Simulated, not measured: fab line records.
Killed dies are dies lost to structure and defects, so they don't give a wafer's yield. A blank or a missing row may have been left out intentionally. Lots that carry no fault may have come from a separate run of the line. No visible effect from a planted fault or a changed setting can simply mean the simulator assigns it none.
Problem report, 8D (eight disciplines) form, completed by code + flow n5 finfet + the parts of the form that need people (team, actions taken, sign-off) are left out

## 1. THE ISSUE
killed at front end at N5_PASSIVATION_PROBE_49 reads a mean of 164 on 6 wafers of 2 lots; wafers without a fault read 40 with a standard deviation of 11. Relative to the usual mean, that is a shift of +11 standard deviations.
First seen on wafer L745.1, day 16 03:44, on prober-02. At this step, 36 wafers from 12 lots have a number in the record. Rule for "out" (also "out of limits"): further than 4 standard deviations from the usual mean. The other wafers with a number count as sound.

## 2. WHAT THIS IS AND IS NOT
| question                    | is                               | is not                                                                                                        |
|-----------------------------|----------------------------------|---------------------------------------------------------------------------------------------------------------|
| which readings at this step | killed at front end, killed dies | killed_at_M0_to_M3, killed_at_M4_up, killed at contacts, killed at other, killed open, killed short           |
| which lots                  | L745, L748                       | L741, L743, L747, L758, L759, L760, L761, L762, L763, L764                                                    |
| which wafers of those lots  | all that have a number           | -                                                                                                             |
| read on which tools         | prober-01, prober-02             | -                                                                                                             |
| when                        | from day 16 03:44                | up to then (6 sound wafers); but 24 sound wafers of L747, L758, L759, L760, L761, L762, L763, L764 came after |

## 3. THE SUSPECTS, EACH WITH WHAT RULES IT OUT
Counting: any tool at a process step up to the reading is kept as a suspect provided that every lot that is out went through it and no sound lot did after the first of them.
- rie metal-03 at N5_GATE_CUT_VAPOR_ETCH_48 (etches TiN in BCl3/Cl2): ruled out as a lasting fault. Following L745 (day 5 13:05), the first lot on it that is out, the sound lots L758, L760, L762, L764, L761 were run on it.
- rie metal-02 at N5_PASSIVATION_AL_ETCH_33 (etches Al in Cl2/BCl3, stops on TaN, target depth 2800 nm, time 466.7 s): ruled out as a lasting fault. Following L745 (day 15 22:58), the first lot on it that is out, the sound lots L760 were run on it.
- rie diel-05 at N5_PASSIVATION_STRIP_48 (strips in O2): ruled out as a lasting fault. Following L745 (day 16 01:14), the first lot on it that is out, the sound lots L747, L759, L758, L764, L763 were run on it.
Left after counting: nothing in the record.

## 4. THE CAUSE (what the simulator had put in)
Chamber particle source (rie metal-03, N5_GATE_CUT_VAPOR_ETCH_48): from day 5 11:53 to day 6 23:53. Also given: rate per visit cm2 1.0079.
The count ruled it out by mistake, since the rule takes a fault to strike every lot its tool runs from the start of the fault on, and this one did not do so.

## 5. THE CHAIN OF EFFECTS, in route order
One row per reading whose mean, taken over the struck wafers that have a number, lies over 3 standard deviations from the usual. Readings are gone through only where the record gives a usual standard deviation; hours: the median, over the lots, of the time from a lot's start at the first step in this table giving one to that lot's start at this step; sigmas: the change measured in usual standard deviations.
| hours | step                    | reading             | usual | on struck wafers | change | sigmas |
|-------|-------------------------|---------------------|-------|------------------|--------|--------|
| 0     | N5_PASSIVATION_PROBE_49 | killed at front end | 40    | 164              | +124   | +11    |
| 0     | N5_PASSIVATION_PROBE_49 | killed dies         | 109   | 232              | +123   | +6.2   |
Its process steps:
- N5_PASSIVATION_PROBE_49

## 6. HOW IT WOULD HAVE BEEN CAUGHT EARLIER
First out-of-limits reading in this record: day 16 03:44, which is 256 hours after fault onset at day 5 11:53.
Tool readings at N5_GATE_CUT_VAPOR_ETCH_48 with a usual standard deviation given in the record: none out on any struck wafer, hence no alarm at a limit of 4 standard deviations on them.
